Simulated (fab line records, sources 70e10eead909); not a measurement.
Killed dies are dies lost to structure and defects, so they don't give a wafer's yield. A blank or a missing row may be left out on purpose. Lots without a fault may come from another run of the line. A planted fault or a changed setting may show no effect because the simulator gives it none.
Which tool did it? | flow nand_harc | 6 lots, 18 wafers sampled, at 3 steps of a route of 1302

WHAT THE GAUGES READ, wafer by wafer
NHARC_P_ZERO_WELL_CD_MEAS_52: target cd 2000 nm.
lot  | measured    | on        | cd_nm (nm)
L386 | day 2 11:45 | cd_sem-02 | 2004.4 2001.5 2000.8
L389 | day 3 18:17 | cd_sem-02 | 1996.7 1997.0 2000.8
L391 | day 4 13:53 | cd_sem-03 | 2000.9 2000.7 1998.9
L393 | day 5 09:57 | cd_sem-02 | 2002.7 1997.7 2001.1
L395 | day 6 07:35 | cd_sem-01 | 1998.0 1996.8 1999.5
L399 | day 7 21:40 | cd_sem-01 | - - -

WHICH TOOL RAN EACH LOT (tool, then ch and the chambers of the sampled wafers, then the start)
lot  | NHARC_P_ZERO_WELL_DESCUM_13       | NHARC_P_ZERO_WELL_EXPOSE_49
L386 | rie_diel-13 ch 0,1,3, day 2 07:25 | krf_scanner-02 ch 0, day 2 11:35
L389 | rie_diel-02 ch 2,3, day 3 13:24   | krf_scanner-02 ch 0, day 3 18:07
L391 | rie_diel-04 ch 0,2, day 4 09:25   | krf_scanner-01 ch 0, day 4 13:43
L393 | rie_diel-02 ch 1,2,3, day 5 05:31 | krf_scanner-04 ch 0, day 5 09:47
L395 | rie_diel-02 ch 0,2,3, day 6 02:24 | krf_scanner-04 ch 0, day 6 07:26
L399 | rie_diel-13 ch 0,2,3, day 7 17:19 | krf_scanner-04 ch 0, day 7 21:30
- NHARC_P_ZERO_WELL_DESCUM_13: chemistry O2, time 3 s.
- NHARC_P_ZERO_WELL_EXPOSE_49: exposes mask P HVPW, target cd 2000 nm.

THE ANSWER, worked out from the rows above alone
Rule: what is usual is taken from the lots themselves. Put in order of their means at a reading, lots are off if they are a third of the lots or fewer, leave a main group of 4 or more, and stand apart from it by a gap of 3 or more times the standard deviation of the main group's means; of several such gaps the widest counts. A main group whose means are all the same, to the digits that the tables above print for the reading, isn't used. A lot without any number at a reading at which 4 lots or more have one is off too. The other lots that the step has rows for count as sound.
Off: L399, at NHARC_P_ZERO_WELL_CD_MEAS_52 (cd_nm). Without a number there: L399. The main group: mean 1999.8 nm, standard deviation 1.6.
A tool fits if, at a process step before that reading, it ran every lot that is off, and no sound lot after the first of them. The gauges at NHARC_P_ZERO_WELL_CD_MEAS_52 are tried like those tools. Can't be told from this: 3 tools fit, rie_diel-13 at NHARC_P_ZERO_WELL_DESCUM_13, krf_scanner-04 at NHARC_P_ZERO_WELL_EXPOSE_49, cd_sem-01 at NHARC_P_ZERO_WELL_CD_MEAS_52.

WHAT THE SIMULATOR HAD PUT IN
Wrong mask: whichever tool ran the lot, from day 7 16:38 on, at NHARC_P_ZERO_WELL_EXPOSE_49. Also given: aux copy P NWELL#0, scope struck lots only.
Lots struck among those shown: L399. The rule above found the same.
